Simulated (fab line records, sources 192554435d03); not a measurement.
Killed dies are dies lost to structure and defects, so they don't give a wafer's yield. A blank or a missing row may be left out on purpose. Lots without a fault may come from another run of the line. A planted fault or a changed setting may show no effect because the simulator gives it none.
A struck lot beside a sound one | flow n5_finfet | 15 steps out of a route of 1938
Sound: wafers L973.1, L973.2, L973.5. Struck: wafer L988.2. (L988.3 of the same lot was not struck and is left out.) The cause comes at the end.
At each step with rows: each side's tool, then ch and its chambers, then its first start. Under that, the readings that differ: sound wafers | struck wafers | difference of the means | sigmas: that difference in standard deviations of wafers without a fault.
alike: readings whose means differ by less than 2 such deviations, and words and numbers that are the same on both sides. not compared: withheld readings, readings that some wafer has no value for, bounds like >300 that may hide the same value, and numbers for which the record gives no deviation and whose values overlap.
The two part at a step that has a row with sigmas, a row that says differs or no value, or rows on one side only. Numbers that don't overlap but have no deviation are shown without sigmas and don't part them. A reading that every wafer of one side lacks parts them only if that side has two wafers or more.

N5_MOL_CONTACT_COAG_DESCUM_88: chemistry O2, time 7 s.
  sound on rie_diel-03 ch 2,3, day 5 14:28; struck on rie_diel-03 ch 0, day 9 09:01
  reading                | sound             | struck | difference | sigmas
  throttle_valve_pct (%) | 20.26 20.33 20.27 | 20.84  | +0.55      | +3
  alike: drypump_motor_current_A, oes_product_au, rf_vpp_V, showerhead_plenum_p_Torr
  not compared: rf_hours_counter_h
then, 1 step without rows for these wafers: N5_MOL_CONTACT_COAG_ETCH_89 (etches underlayer in N2/H2, target depth 13 nm, time 10.4 s).
N5_MOL_CONTACT_COAG_ETCH_90: etches SiARC in CF4, target depth 13 nm, time 21.7 s.
  sound on rie_diel-03 ch 2,3, day 5 14:31; struck on rie_diel-03 ch 0, day 9 09:04
  reading                | sound             | struck | difference | sigmas
  throttle_valve_pct (%) | 15.42 15.60 15.42 | 16.03  | +0.55      | +2
  alike: bias_w, drypump_motor_current_A, etch_rf_on_time_s, oes_product_au, rf_vpp_V, showerhead_plenum_p_Torr
  not compared: rf_hours_counter_h
then, 2 steps without rows for these wafers: N5_MOL_CONTACT_COAG_ALD_131 (deposits SiO2, target thk 5 nm, pulse time 1 s, co reactant pulse time 1 s); N5_MOL_CONTACT_COAG_ETCHBACK_132 (etches SiO2 in CHF3, target depth 10 nm, time 6.7 s).
N5_MOL_CONTACT_COAG_ETCH_91: etches SOC in N2/H2, target depth 60 nm, overetch 21 nm, time 101.2 s.
  sound on rie_diel-05 ch 0,2, day 5 14:55; struck on rie_diel-03 ch 3, day 9 09:24
  alike: bias_w, drypump_motor_current_A, oes_product_au, rf_vpp_V, showerhead_plenum_p_Torr, throttle_valve_pct
  not compared: rf_hours_counter_h
then, 2 steps without rows for these wafers: N5_MOL_CONTACT_COAG_STRIP_92 (strips in N2/H2); N5_MOL_CONTACT_COAG_STRIP_93 (strips in N2/H2).
N5_MOL_CONTACT_COAG_ETCHBACK_135: etches SiO2 in CHF3, target depth 25 nm, time 16.7 s.
  sound on rie_diel-05 ch 0,2, day 5 15:00; struck on rie_diel-03 ch 3, day 9 09:29
  alike: bias_w, drypump_motor_current_A, oes_product_au, rf_vpp_V, showerhead_plenum_p_Torr, throttle_valve_pct
  not compared: rf_hours_counter_h
then, 3 steps without rows for these wafers: N5_MOL_CONTACT_COAG_STRIP_118 (strips in CHF3); N5_MOL_CONTACT_COAG_VIA_ETCH_46 (etches SiO2 in C4F6/O2, target depth 46 nm, overetch 9.2 nm, time 40 s); N5_MOL_CONTACT_COAG_STRIP_96 (strips in N2/H2).
N5_MOL_CONTACT_COAG_ETCH_47: etches SiNx in CH3F/O2, stops on W, target depth 27 nm.
  sound on rie_diel-05 ch 0,2, day 5 15:08; struck on rie_diel-03 ch 3, day 9 09:38
  reading                    | sound            | struck  | difference | sigmas
  over_etch_frac             | 0.2 0.2 0.2      | 0.21556 | +0.01556   |
  model.etch.over_etch_s (s) | 4.996 5.23 4.978 | 5.36    | +0.29      |
  alike: O2_flow_sccm, bias_w, drypump_motor_current_A, etch_rf_on_time_s, oes_product_au, rf_vpp_V, showerhead_plenum_p_Torr, throttle_valve_pct
  not compared: rf_hours_counter_h
N5_MOL_CONTACT_COAG_STRIP_119: strips in N2/H2, time 30 s.
  sound on plasma_asher-02 ch 0,1, day 5 15:32; struck on plasma_asher-02 ch 1, day 9 09:43
  alike: drypump_motor_current_A, heater_power_w
  not compared: rf_hours_counter_h
-- the record jumps here: 3 days lie between the struck wafers' starts before and after (it left off in module MOL_CONTACT_COAG and takes up again in module BEOL_M4, whose first step shown is number 1111 of the route) --
N5_BEOL_M4_RC_MEAS_101:
  sound on prober-02 ch 0, day 8 15:35; struck on prober-01 ch 0, day 12 14:59
  reading       | sound          | struck | difference | sigmas
  DIBL_N (mV/V) | 31.6 35.5 34.3 | 38.0   | +4.2       | +2
  DIBL_P (mV/V) | 28.4 33.2 31.4 | 38.3   | +7.3       | +3
  alike: IOFF_N, IOFF_P, ION_N, ION_P, SS_N, SS_P, VT_N, VT_P

WHERE THEY PART
First at N5_MOL_CONTACT_COAG_DESCUM_88; last, within this record, at N5_BEOL_M4_RC_MEAS_101.

WHY: what the simulator had put in
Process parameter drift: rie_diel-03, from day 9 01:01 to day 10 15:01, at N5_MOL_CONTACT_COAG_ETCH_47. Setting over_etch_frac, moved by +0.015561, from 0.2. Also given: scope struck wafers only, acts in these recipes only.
